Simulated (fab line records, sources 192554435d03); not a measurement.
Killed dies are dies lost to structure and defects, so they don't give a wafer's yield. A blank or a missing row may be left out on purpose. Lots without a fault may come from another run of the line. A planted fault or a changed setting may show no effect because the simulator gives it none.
Split-lot experiment | flow n5_finfet | 7 lots, 21 wafers read, on a route of 1938 steps

THE SPLIT
At N5_BEOL_M11_EXPOSE_25 (exposes mask V10), the setting dose_mj was moved away from the recipe's 85.5 on 8 of the 21 wafers read, by -4.5% to +6.6%. The other wafers ran this setting at the recipe's value.

FROM THE SPLIT TO THE READING: what the file shows between them, 2 steps
- N5_BEOL_M11_PEB_26: peb time 60 s
- N5_BEOL_M11_DEVELOP_27: develop time 30 s

THE READING
cd_nm, in nm, at N5_BEOL_M11_CD_MEAS_28 (target cd 70 nm). Fault-free wafers of this fab line usually give 69.8 nm, standard deviation 1.2 nm.

wafer  | tool, chamber at the split | dose_mj as run | against the recipe | cd_nm, nm | against lot-mates on the recipe
L080.2 | arfi_scanner-03, 0         | 91.15          | +6.6%              | 74.4      | +4.2
L080.3 | arfi_scanner-03, 0         | 85.5           | recipe             | 69.7      | -
L080.6 | arfi_scanner-03, 0         | 85.5           | recipe             | 70.7      | -
L086.2 | arfi_scanner-02, 0         | 85.5           | recipe             | 69.1      | -
L086.3 | arfi_scanner-02, 0         | 85.5           | recipe             | 68.0      | -
L086.5 | arfi_scanner-02, 0         | 82.83          | -3.1%              | 65.6      | -3.0
L084.1 | arfi_scanner-03, 0         | 85.5           | recipe             | 71.0      | -
L084.4 | arfi_scanner-03, 0         | 90.42          | +5.8%              | 75.9      | +4.9
L084.5 | arfi_scanner-03, 0         | 90.42          | +5.8%              | 74.4      | +3.4
L087.4 | arfi_scanner-02, 0         | 85.5           | recipe             | 70.5      | -
L087.5 | arfi_scanner-02, 0         | 85.5           | recipe             | 69.9      | -
L087.6 | arfi_scanner-02, 0         | 82.2           | -3.9%              | 66.5      | -3.7
L088.1 | arfi_scanner-01, 0         | 89.47          | +4.6%              | 73.2      | +4.1
L088.4 | arfi_scanner-01, 0         | 85.5           | recipe             | 69.2      | -
L088.5 | arfi_scanner-01, 0         | 85.5           | recipe             | 69.0      | -
L091.1 | arfi_scanner-03, 0         | 85.5           | recipe             | 69.4      | -
L091.3 | arfi_scanner-03, 0         | 85.5           | recipe             | 70.2      | -
L091.6 | arfi_scanner-03, 0         | 85.5           | recipe             | 71.2      | -
L096.1 | arfi_scanner-01, 0         | 85.5           | recipe             | 69.1      | -
L096.5 | arfi_scanner-01, 0         | 81.69          | -4.5%              | 65.7      | -3.4
L096.6 | arfi_scanner-01, 0         | 81.69          | -4.5%              | 66.1      | -3.0

THE FIT
A straight line over all 21 wafers: cd_nm changes by +0.865 nm for each +1% of dose_mj; r = +0.95; the points scatter about the line by 0.89 nm.
The same after taking each lot's own level away (the mean of its wafers on the recipe; 21 wafers): +0.751 nm for each +1%; r = +0.97; scatter 0.57 nm.
On that fit, the largest move of dose_mj shifts the reading by 5 nm.
The lots' own levels span 68.55 to 71.00 nm, that is 2.0 times the standard deviation above.
So the lot-to-lot level changes the slope: the two fits differ.
Check: with one of the wafers moved furthest among these (+6.6%) left out of the fit, the line predicts +5.12 nm for it against its lot-mates. It came out at +4.2 nm against them.

OTHER SPLITS ON THESE WAFERS
These wafers also went through other splits before the reading. Each is held against what the fit with the lots' levels taken away leaves over:
other split on the same wafers | wafers away from the commonest value | r with cd_nm (lot level and that fit taken away)
N5_BEOL_M5_EXPOSE_25 dose_mj   | 8                                    | -0.06
N5_BEOL_M7_ETCH_61 source_w    | 10                                   | +0.07
N5_BEOL_M10_VIA_ETCH_34 bias_w | 2                                    | -0.33
N5_BEOL_M10_ETCH_41 source_w   | 3                                    | -0.01

THE FILE'S OWN FIT
cd_nm changes by +0.76 nm for each +1% of dose_mj, r = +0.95.
